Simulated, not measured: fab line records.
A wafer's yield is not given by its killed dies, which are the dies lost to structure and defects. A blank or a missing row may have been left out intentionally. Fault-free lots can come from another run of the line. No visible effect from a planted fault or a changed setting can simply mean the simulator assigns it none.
Chamber matching / flow n5Finfet / N5_BEOL_M7_VIA_ETCH_34 on rieDiel-02 has 4 sister chambers
The step etches SiCOH lowk in C4F6/O2, target depth 125.5 nm, time 50.5 s. 8 wafers are shown with their chamber, then 9 later ones without.

WAFERS, EACH WITH ITS CHAMBER
wafer=L083.3; chamber=3; rfVppV (V)=646; drypumpMotorCurrentA (A)=6.4
wafer=L083.6; chamber=1; rfVppV (V)=689; drypumpMotorCurrentA (A)=5.1
wafer=L088.1; chamber=2; rfVppV (V)=635; drypumpMotorCurrentA (A)=6.3
wafer=L088.2; chamber=3; rfVppV (V)=644; drypumpMotorCurrentA (A)=6.5
wafer=L088.5; chamber=0; rfVppV (V)=662; drypumpMotorCurrentA (A)=6.4
wafer=L091.2; chamber=2; rfVppV (V)=635; drypumpMotorCurrentA (A)=6.3
wafer=L091.3; chamber=0; rfVppV (V)=662; drypumpMotorCurrentA (A)=6.4
wafer=L091.5; chamber=1; rfVppV (V)=684; drypumpMotorCurrentA (A)=5.0

WAFERS WHOSE CHAMBER IS MISSING
wafer=L092.1; rfVppV (V)=662; drypumpMotorCurrentA (A)=6.4
wafer=L092.4; rfVppV (V)=646; drypumpMotorCurrentA (A)=6.5
wafer=L092.6; rfVppV (V)=661; drypumpMotorCurrentA (A)=6.4
wafer=L095.1; rfVppV (V)=644; drypumpMotorCurrentA (A)=6.5
wafer=L095.5; rfVppV (V)=683; drypumpMotorCurrentA (A)=5.1
wafer=L095.6; rfVppV (V)=636; drypumpMotorCurrentA (A)=6.3
wafer=L097.3; rfVppV (V)=636; drypumpMotorCurrentA (A)=6.4
wafer=L097.4; rfVppV (V)=647; drypumpMotorCurrentA (A)=6.5
wafer=L097.6; rfVppV (V)=662; drypumpMotorCurrentA (A)=6.5

WHICH CHAMBER EACH WENT THROUGH
wafer=L092.1; from the rows above=0; in truth=0
wafer=L092.4; from the rows above=3; in truth=3
wafer=L092.6; from the rows above=0; in truth=0
wafer=L095.1; from the rows above=3; in truth=3
wafer=L095.5; from the rows above=1; in truth=1
wafer=L095.6; from the rows above=2; in truth=2
wafer=L097.3; from the rows above=2; in truth=2
wafer=L097.4; from the rows above=3; in truth=3
wafer=L097.6; from the rows above=0; in truth=0
9 of 9 placed correctly. Not placeable from these rows: 0. Number placed wrongly: 0.
How it was worked out, from the rows above alone: a wafer's distance from a chamber is the root of the sum, over the readings, of the square of ((its reading less the chamber's mean) divided by the reading's scatter). The wafer belongs to the nearest chamber; if the next one is less than 2 further off, it can't be placed. For every chamber, the mean is computed from those of its wafers that are shown. How the scatter is found: for the shown wafers, subtract from each reading the mean of its chamber, square and add these, divide the total by (wafers less chambers), then take the root.
